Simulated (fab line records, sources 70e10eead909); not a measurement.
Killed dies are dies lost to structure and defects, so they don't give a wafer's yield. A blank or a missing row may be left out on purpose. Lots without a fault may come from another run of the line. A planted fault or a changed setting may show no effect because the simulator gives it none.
Which tool did it? | flow nand_harc | 13 lots, 37 wafers sampled, at 6 steps of a route of 1302

WHAT THE GAUGES READ, wafer by wafer
NHARC_A_SOURCE_PLATE_THK_MEAS_09: measures by ellipsometry. Usual: thk_nm 9.8 nm, standard deviation 1.1.
lot  | measured     | on            | thk_nm (nm)   | flag
L909 | day 7 12:29  | film_metro-02 | 10.3 10.1 8.8 |
L910 | day 7 18:58  | film_metro-01 | 9.4 9.7 10.7  |
L912 | day 8 13:55  | film_metro-01 | 10.0 11.3 9.9 |
L913 | day 8 22:47  | film_metro-01 | 10.5 9.3 9.8  |
L914 | day 9 08:12  | film_metro-01 | 8.8 10.2 10.2 |
L915 | day 9 15:10  | film_metro-02 | 10.4 9.3 9.3  |
L916 | day 10 01:37 | film_metro-02 | 9.0 9.3 7.4   |
L917 | day 10 12:46 | film_metro-02 | 10.1 9.6 10.5 |
L918 | day 11 09:08 | film_metro-01 | 9.2 10.0 9.0  |
L925 | day 13 21:08 | film_metro-01 | 10.1 10.0     |
L926 | day 14 12:14 | film_metro-01 | 8.0 8.1       |
L929 | day 15 13:22 | film_metro-02 | 9.1 11.0 9.2  |
L931 | day 16 07:51 | film_metro-01 | 9.2 10.6 10.8 |

NHARC_A_ONON_D1_THK_MEAS_30: measures by ellipsometry. Usual: thk_nm 1000 nm, standard deviation 8.9.
lot  | measured     | on            | thk_nm (nm)    | flag
L909 | day 8 14:01  | film_metro-01 | 1004 1003 1001 |
L910 | day 8 21:01  | film_metro-01 | 999 1000 999   |
L912 | day 9 18:11  | film_metro-02 | 1007 1006 1006 |
L913 | day 10 00:21 | film_metro-01 | 986 983 985    |
L914 | day 10 09:44 | film_metro-01 | 1002 1002 1003 |
L915 | day 10 18:37 | film_metro-02 | 991 990 992    |
L916 | day 11 07:11 | film_metro-02 | 1002 1003 1005 |
L917 | day 11 17:34 | film_metro-02 | 997 996 996    |
L918 | day 12 10:54 | film_metro-01 | 1002 1001 1002 |
L925 | day 15 01:16 | film_metro-02 | 987 698        | OFF
L926 | day 15 19:38 | film_metro-01 | 987 698        | OFF
L929 | day 16 12:48 | film_metro-01 | 992 992 992    |
L931 | day 17 11:20 | film_metro-01 | 1001 1001 1002 |

NHARC_A_ONON_D1_INSPECT_32. Usual: raw_defect_count 74, standard deviation 29.
lot  | measured     | on                | raw_defect_count | flag
L909 | day 8 14:34  | defect_inspect-01 | 81 79 92         |
L910 | day 8 21:44  | defect_inspect-02 | 78 81 49         |
L912 | day 9 18:47  | defect_inspect-01 | 57 47 47         |
L913 | day 10 00:54 | defect_inspect-02 | 64 62 80         |
L914 | day 10 10:16 | defect_inspect-02 | 98 60 139        |
L915 | day 10 19:10 | defect_inspect-02 | 36 107 67        |
L916 | day 11 07:53 | defect_inspect-02 | 58 36 55         |
L917 | day 11 18:07 | defect_inspect-01 | 72 85 98         |
L918 | day 12 11:26 | defect_inspect-02 | 71 64 55         |
L925 | day 15 01:49 | defect_inspect-02 | 47 66            |
L926 | day 15 20:10 | defect_inspect-01 | 97 89            |
L929 | day 16 13:44 | defect_inspect-02 | 45 75 68         |
L931 | day 17 12:00 | defect_inspect-01 | 69 69 50         |

NHARC_END_SORT_01. Usual: killed_at_array 56, standard deviation 17; killed_at_other 1.2, standard deviation 1.4; killed_at_periphery 4, standard deviation 3.2; killed_dies 61, standard deviation 16; killed_open 3.6, standard deviation 2.1; killed_short 2.7, standard deviation 1.8.
lot  | measured     | on        | killed_at_array | killed_at_other | killed_at_periphery | killed_dies | killed_open | killed_short | flag
L925 | day 31 02:25 | prober-02 | 69 674          | 5 1             | 1 2                 | 75 677      | 0 4         | 0 2          | OFF
L926 | day 31 17:58 | prober-02 | 51 675          | 0 0             | 2 2                 | 53 677      | 3 1         | 6 2          | OFF

WHICH TOOL RAN EACH LOT (tool, then ch and the chambers of the sampled wafers, then the start)
lot  | NHARC_A_ONON_D1_DEP_28           | NHARC_A_CHANNEL_HOLE_D1_DEP_01
L909 | pecvd_onon-02 ch 0, day 8 13:37  | pecvd-02 ch 0,1, day 8 16:49
L910 | pecvd_onon-03 ch 0, day 8 20:34  | pecvd-01 ch 1,2, day 9 06:22
L912 | pecvd_onon-01 ch 0, day 9 17:41  | pecvd-01 ch 0,1,2, day 9 20:50
L913 | pecvd_onon-03 ch 0, day 9 23:54  | pecvd-04 ch 0,2, day 10 02:53
L914 | pecvd_onon-03 ch 0, day 10 09:13 | pecvd-01 ch 1,2, day 10 12:31
L915 | pecvd_onon-01 ch 0, day 10 18:10 | pecvd-01 ch 0,2, day 10 21:08
L916 | pecvd_onon-02 ch 0, day 11 06:48 | pecvd-04 ch 0,2, day 11 16:41
L917 | pecvd_onon-01 ch 0, day 11 17:04 | pecvd-01 ch 1,2, day 12 01:03
L918 | pecvd_onon-03 ch 0, day 12 10:30 | pecvd-02 ch 0,1, day 12 13:26
L925 | pecvd_onon-01 ch 0, day 15 00:49 | pecvd-01 ch 1, day 15 07:50
L926 | pecvd_onon-01 ch 0, day 15 19:11 | pecvd-01 ch 1, day 15 22:10
L929 | pecvd_onon-03 ch 0, day 16 12:21 | pecvd-02 ch 1,2, day 16 17:02
L931 | pecvd_onon-02 ch 0, day 17 10:49 | pecvd-01 ch 0,2, day 17 15:03
- NHARC_A_ONON_D1_DEP_28: target thk 1000 nm.
- NHARC_A_CHANNEL_HOLE_D1_DEP_01: deposits SiON, target thk 140 nm.

WHAT THE TOOLS THEMSELVES READ (means of the sampled wafers that have a number; where no wafer has one, the mark that the record gives instead)
NHARC_A_ONON_D1_DEP_28. Usual: n2_flow_sccm 2750 sccm, standard deviation 10; nh3_flow_sccm 500.1 sccm, standard deviation 1.3; susceptor_temp_C 400.02 C, standard deviation 0.24.
lot  | tool          | n2_flow_sccm (sccm) | nh3_flow_sccm (sccm) | susceptor_temp_C (C) | flag
L909 | pecvd_onon-02 | 2747                | 499.1                | 399.91               |
L910 | pecvd_onon-03 | 2744                | 500.5                | 400.00               |
L912 | pecvd_onon-01 | 2753                | 499.0                | 400.18               |
L913 | pecvd_onon-03 | 2762                | 499.5                | 399.72               |
L914 | pecvd_onon-03 | 2749                | 499.1                | 399.96               |
L915 | pecvd_onon-01 | 2731                | 499.8                | 399.84               |
L916 | pecvd_onon-02 | 2740                | 499.4                | 400.16               |
L917 | pecvd_onon-01 | 2755                | 499.5                | 399.66               |
L918 | pecvd_onon-03 | 2753                | 500.8                | 400.37               |
L925 | pecvd_onon-01 | 2756                | 498.4                | 400.25               |
L926 | pecvd_onon-01 | 2756                | 500.9                | 400.00               |
L929 | pecvd_onon-03 | 2747                | 500.0                | 399.94               |
L931 | pecvd_onon-02 | 2730                | 499.0                | 399.97               |

NHARC_A_CHANNEL_HOLE_D1_DEP_01. Usual: heater_power_w 788 W, standard deviation 98; susceptor_temp_C 399.99 C, standard deviation 0.22.
lot  | tool     | heater_power_w (W) | susceptor_temp_C (C) | flag
L909 | pecvd-02 | 797                | 399.86               |
L910 | pecvd-01 | 703                | 399.92               |
L912 | pecvd-01 | 704                | 399.95               |
L913 | pecvd-04 | 853                | 400.09               |
L914 | pecvd-01 | 677                | 400.25               |
L915 | pecvd-01 | 724                | 399.93               |
L916 | pecvd-04 | 867                | 400.09               |
L917 | pecvd-01 | 672                | 400.03               |
L918 | pecvd-02 | 864                | 399.96               |
L925 | pecvd-01 | 649                | 399.93               |
L926 | pecvd-01 | 661                | 399.96               |
L929 | pecvd-02 | 739                | 400.06               |
L931 | pecvd-01 | 744                | 400.26               |

THE ANSWER, worked out from the rows above alone
Rule: a lot is off if the mean of its wafers that have a number lies more than 3 standard deviations from the usual mean. A lot without any number at a reading at which 4 lots or more have one is off too. The other lots that the step has rows for count as sound. The gauges are gone through in route order, then the tools' own readings, and for those a lot's mean is taken as printed above. The first step at which some lot is off is used, and at that step the reading that is off furthest; a lot without a number counts as furthest.
Off: L925, L926, at NHARC_A_ONON_D1_THK_MEAS_30 (thk_nm).
A tool fits if, at a process step before that reading, it ran every lot that is off, and no sound lot after the first of them. The gauges at NHARC_A_ONON_D1_THK_MEAS_30 aren't tried: what is off there is off at NHARC_END_SORT_01 too, on other tools, and a gauge's error can't cause that. One fits: pecvd_onon-01 at NHARC_A_ONON_D1_DEP_28. Its last sound lot is L917 (day 11 17:04), its first lot that is off L925 (day 15 00:49): a fault that began between those two fits.

WHAT THE SIMULATOR HAD PUT IN
Process parameter drift: pecvd_onon-01, from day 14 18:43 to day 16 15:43, at NHARC_A_ONON_D1_DEP_28. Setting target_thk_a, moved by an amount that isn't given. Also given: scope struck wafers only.
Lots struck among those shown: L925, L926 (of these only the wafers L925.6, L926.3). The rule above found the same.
